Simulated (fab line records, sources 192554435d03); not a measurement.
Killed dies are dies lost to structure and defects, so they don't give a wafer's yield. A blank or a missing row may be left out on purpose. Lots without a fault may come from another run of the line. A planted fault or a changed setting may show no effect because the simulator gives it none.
Split-lot experiment | flow n5_finfet | 7 lots, 39 wafers read, on a route of 1938 steps

THE SPLIT
At N5_BEOL_M9_DESCUM_16 (chemistry O2, time 7.9 s), the setting time_s was moved away from the recipe's 7.9 s on 12 of the 39 wafers read, by -45.9% to +49.1%. The other wafers ran this setting at the recipe's value.

The reading is taken at the split's own step.

THE READING
CAR-ArF_of_BEOL_M9_COAT_05.thk_nm (the simulator's own value, which no gauge read), in nm, at N5_BEOL_M9_DESCUM_16 (chemistry O2, time 7.9 s). The file gives no usual value for it. The 27 wafers here that ran the recipe average 83.4 nm, standard deviation 0.28 nm.

wafer  | tool, chamber at the split | time_s as run, s | against the recipe | CAR-ArF_of_BEOL_M9_COAT_05.thk_nm, nm | against lot-mates on the recipe
L074.2 | rie_diel-06, 2,0           | 7.9              | recipe             | 83.8                                  | -
L074.3 | rie_diel-06, 2,0           | 7.9              | recipe             | 83.8                                  | -
L074.6 | rie_diel-06, 2             | 7.9              | recipe             | 83                                    | -
L075.1 | rie_diel-03, 0             | 4.321            | -45.3%             | 86                                    | +2.7
L075.2 | rie_diel-03, 3             | 4.321            | -45.3%             | 85.8                                  | +2.5
L075.3 | rie_diel-03, 1             | 4.321            | -45.3%             | 85.2                                  | +1.9
L075.4 | rie_diel-03, 2,1           | 7.9              | recipe             | 83.4                                  | -
L075.6 | rie_diel-03, 2,1           | 7.9              | recipe             | 83.4                                  | -
L075.5 | rie_diel-03, 2             | 7.9              | recipe             | 83.2                                  | -
L082.1 | rie_diel-03, 1             | 4.275            | -45.9%             | 85.6                                  | +2.3
L082.2 | rie_diel-03, 3,2           | 4.275            | -45.9%             | 85.8                                  | +2.5
L082.3 | rie_diel-03, 3,2           | 4.275            | -45.9%             | 85.8                                  | +2.5
L082.4 | rie_diel-03, 0             | 7.9              | recipe             | 83.4                                  | -
L082.6 | rie_diel-03, 0             | 7.9              | recipe             | 83.4                                  | -
L082.5 | rie_diel-03, 1             | 7.9              | recipe             | 83.2                                  | -
L084.1 | rie_diel-06, 2             | 7.9              | recipe             | 84                                    | -
L084.2 | rie_diel-06, 3,2           | 7.9              | recipe             | 83.6                                  | -
L084.6 | rie_diel-06, 3,2           | 7.9              | recipe             | 83.6                                  | -
L084.3 | rie_diel-06, 0,1,1         | 7.9              | recipe             | 83.8                                  | -
L084.4 | rie_diel-06, 0,1,1         | 7.9              | recipe             | 83.8                                  | -
L084.5 | rie_diel-06, 0,1,1         | 7.9              | recipe             | 83.8                                  | -
L087.1 | rie_diel-06, 2,0,1         | 7.9              | recipe             | 83.2                                  | -
L087.2 | rie_diel-06, 2,0,1         | 7.9              | recipe             | 83.2                                  | -
L087.5 | rie_diel-06, 2,0,1         | 7.9              | recipe             | 83.2                                  | -
L087.3 | rie_diel-06, 3,2           | 7.9              | recipe             | 83.4                                  | -
L087.6 | rie_diel-06, 3,2           | 7.9              | recipe             | 83.4                                  | -
L087.4 | rie_diel-06, 1             | 7.9              | recipe             | 83.6                                  | -
L090.1 | rie_diel-06, 2             | 7.9              | recipe             | 83.4                                  | -
L090.6 | rie_diel-06, 2             | 7.9              | recipe             | 83.4                                  | -
L090.2 | rie_diel-06, 3,1           | 11.78            | +49.1%             | 80.8                                  | -2.4
L090.3 | rie_diel-06, 3,1           | 11.78            | +49.1%             | 80.8                                  | -2.4
L090.4 | rie_diel-06, 0             | 11.78            | +49.1%             | 81                                    | -2.2
L090.5 | rie_diel-06, 3             | 7.9              | recipe             | 82.8                                  | -
L093.1 | rie_diel-05, 3             | 7.9              | recipe             | 83                                    | -
L093.2 | rie_diel-05, 1             | 4.886            | -38.2%             | 85.2                                  | +2.0
L093.3 | rie_diel-05, 2             | 7.9              | recipe             | 83.4                                  | -
L093.4 | rie_diel-05, 0             | 4.886            | -38.2%             | 85                                    | +1.8
L093.5 | rie_diel-05, 2             | 4.886            | -38.2%             | 85.4                                  | +2.2
L093.6 | rie_diel-05, 3             | 7.9              | recipe             | 83.2                                  | -
Where a row lists several chambers, the file gives one row for several wafers and doesn't say which wafer went through which chamber.

THE FIT
A straight line over all 39 wafers: CAR-ArF_of_BEOL_M9_COAT_05.thk_nm changes by -0.0502 nm for each +1% of time_s; r = -0.98; the points scatter about the line by 0.27 nm.
The same after taking each lot's own level away (the mean of its wafers on the recipe; 39 wafers): -0.0504 nm for each +1%; r = -0.99; scatter 0.21 nm.
On that fit, the largest move of time_s shifts the reading by 2.5 nm.
The lots' own levels span 83.20 to 83.77 nm, that is 2.0 times the standard deviation above.
So the lot-to-lot level changes the slope little: the two slopes agree.
Check: with one of the wafers moved furthest among these (+49.1%) left out of the fit, the line predicts -2.46 nm for it against its lot-mates. It came out at -2.4 nm against them.

OTHER SPLITS ON THESE WAFERS
These wafers also went through other splits before the reading. Each is held against what the fit with the lots' levels taken away leaves over:
other split on the same wafers       | wafers away from the commonest value | r with CAR-ArF_of_BEOL_M9_COAT_05.thk_nm (lot level and that fit taken away)
N5_SD_EPI_N_ETCH_35 time_s           | 12                                   | -0.03
N5_HKMG_FIN_CVD_62 target_thk_a      | 15                                   | -0.05
N5_MOL_CONTACT_COAG_DESCUM_45 time_s | 18                                   | -0.06
N5_BEOL_M2_DESCUM_33 time_s          | 15                                   | -0.16
N5_BEOL_M3_DEP_57 time_s             | 9                                    | -0.17
N5_BEOL_M5_ETCH_68 time_s            | 15                                   | +0.18
N5_BEOL_M8_ILD_DEP_00 time_s         | 15                                   | +0.19

THE FILE'S OWN FIT
CAR-ArF_of_BEOL_M9_COAT_05.thk_nm changes by -0.0507 nm for each +1% of time_s, r = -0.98.
